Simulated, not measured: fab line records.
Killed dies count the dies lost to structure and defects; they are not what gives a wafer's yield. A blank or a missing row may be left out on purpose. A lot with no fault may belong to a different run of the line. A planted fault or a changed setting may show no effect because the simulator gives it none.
Comparing a struck lot with a sound one | flow n5Finfet | 37 out of 1938 route steps
Sound: the wafers L323.2, L323.4, L323.6. Struck: wafers L312.3, L312.5. (L312.1 of the same lot was not struck and is left out.) The cause comes at the end.
At each step with rows: each side's tool, then ch and its chambers, then its first start. Under that, the readings that differ: sound wafers | struck wafers | difference of the means | sigmas: that difference in standard deviations of wafers without a fault.
alike: readings with means less than 2 such deviations apart, plus words and numbers identical on both sides. not compared: withheld readings, readings lacking a value on some wafer, bounds such as >300 that could conceal the same value, and numbers that have no deviation in the record and whose values overlap.
Wherever a step has rows on one side only, a row that says differs or no value, or a row with sigmas, the two part there. Numbers that have no deviation but don't overlap get no sigmas and don't part them. Lack of a reading on every wafer of one side parts them only where that side has two or more wafers.

first, 9 steps without rows for these wafers: N5_BEOL_M5_ANNEAL_89 (time 1800 s); N5_BEOL_M5_SPUTTER_90 (material Cu, target thk 4.5 nm, time 8.29 s); N5_BEOL_M5_ECD_50 (material Cu, target thk 300 nm); N5_BEOL_M5_ANNEAL_51 (time 90 s); N5_BEOL_M5_CMP_52 (polishes, stops on SiCOH lowk, t overpolish 6.9 s, target thk 62 nm); N5_BEOL_M5_PRE_CLEAN_77 (time 15 s); N5_BEOL_M5_CO_CAP_78 (material Co, precursor CCTBA/H2, target thk 2 nm, time 102.1 s); N5_BEOL_M5_PRE_CLEAN_55 (time 15 s); N5_BEOL_M5_DEP_56 (deposits SiCN from 3MS/NH3, target thk 8 nm, time 14 s).
N5_BEOL_M6_ILD_DEP_00: deposits SiCOH lowk from DEMS/porogen, target thk 179.75 nm, time 33.4 s.
  sound on pecvd-03 ch 0,1, day 11 17:54; struck on pecvd-02 ch 0,2, day 9 03:15
reading                                           | sound             | struck      | difference | sigmas
model.SiCOH_lowk_of_BEOL_M6_ILD_DEP_00.thkNm (nm) | 179.4 185.8 177.6 | 201.6 203.8 | +21.8      | 
  alike: heaterPowerW, showerheadPlenumPTorr, throttleValvePct
  not compared: sinceWetCleanH
then, 1 step without rows for these wafers: N5_BEOL_M6_CURE_74 (cures SiCOH lowk, time 240 s).
N5_BEOL_M6_THK_MEAS_01:
  struck on filmMetro-02, day 9 03:55; sound on filmMetro-02, day 11 18:29
reading         | sound             | struck      | difference | sigmas
M6_ILD_THK (nm) | 154.6 160.3 153.2 | 174.2 175.9 | +19.0      | +8
then, 23 steps without rows for these wafers: N5_BEOL_M6_PECVD_70 (deposits SiO2 from TEOS/O2, target thk 20 nm, time 22.7 s); N5_BEOL_M6_HM_DEP_02 (deposits TiN, target thk 20 nm); N5_BEOL_M6_COAT_59 (time 60 s, resist thk 100 nm); N5_BEOL_M6_COAT_60 (time 60 s, resist thk 35 nm); N5_BEOL_M6_COAT_05 (resist thk 90 nm); N5_BEOL_M6_EBR_07; N5_BEOL_M6_SOFTBAKE_06 (time 60 s); N5_BEOL_M6_EXPOSE_08 (exposes mask M6); N5_BEOL_M6_PEB_09 (peb time 60 s); N5_BEOL_M6_DEVELOP_10 (develop time 30 s); N5_BEOL_M6_DESCUM_16 (chemistry O2, time 7.9 s); N5_BEOL_M6_ETCH_61 (etches SiARC in CF4, target depth 45.5 nm, time 75.8 s); N5_BEOL_M6_ETCH_62 (etches SOC in N2/H2, target depth 110 nm, overetch 22 nm, time 165 s); N5_BEOL_M6_STRIP_68 (strips in N2/H2); N5_BEOL_M6_STRIP_67 (strips in CF4); N5_BEOL_M6_HM_OPEN_17 (chemistry Cl2/BCl3, target TiN, target depth 20 nm, overetch 6 nm); N5_BEOL_M6_STRIP_19 (strips in O2); N5_BEOL_M6_COAT_63 (time 60 s, resist thk 60 nm); N5_BEOL_M6_COAT_64 (time 60 s, resist thk 12 nm); N5_BEOL_M6_COAT_71 (time 60 s, resist thk 5 nm); N5_BEOL_M6_COAT_22 (resist thk 30 nm); N5_BEOL_M6_EBR_24; N5_BEOL_M6_SOFTBAKE_23 (time 60 s).
N5_BEOL_M6_CMP_52: polishes, stops on SiCOH lowk, t overpolish 6.9 s, target thk 80 nm.
  sound on cmp-04 ch 0,1,3, day 12 03:25; struck on cmp-04 ch 0,1, day 9 11:00
reading                                           | sound             | struck  | difference | sigmas
model.SiCOH_lowk_of_BEOL_M6_ILD_DEP_00.thkNm (nm) | 151.6 157.4 150.2 | 171 173 | +19        | 
  alike: headPressurePsi, motorCurrentA
-- the record jumps here: 4 days lie between the struck wafers' starts before and after (it left off in module BEOL_M6 and takes up again in module PASSIVATION, whose first step shown is number 1936 of the route) --
N5_PASSIVATION_PROBE_49:
  struck on prober-01, day 13 04:45; sound on prober-02, day 16 00:05
reading                | sound    | struck | difference | sigmas
killedShort            | 35 34 32 | 23 16  | -14        | -2
sort_bin_4_leakage (%) | 0 0 0    | 0 0.17 | +0         | +3
  alike: defectLimitedYield, killed_at_M0_to_M3, killed_at_M4_up, killedAtContacts, killedAtFrontEnd, killedAtOther, killedDies, killedOpen, sort_bin_5_function, sort_bin_6_memory, sortNPass, sortYieldPct

WHERE THEY PART
Earliest at N5_BEOL_M6_THK_MEAS_01; latest, in this record, at N5_PASSIVATION_PROBE_49.

WHY: the cause the simulator had injected
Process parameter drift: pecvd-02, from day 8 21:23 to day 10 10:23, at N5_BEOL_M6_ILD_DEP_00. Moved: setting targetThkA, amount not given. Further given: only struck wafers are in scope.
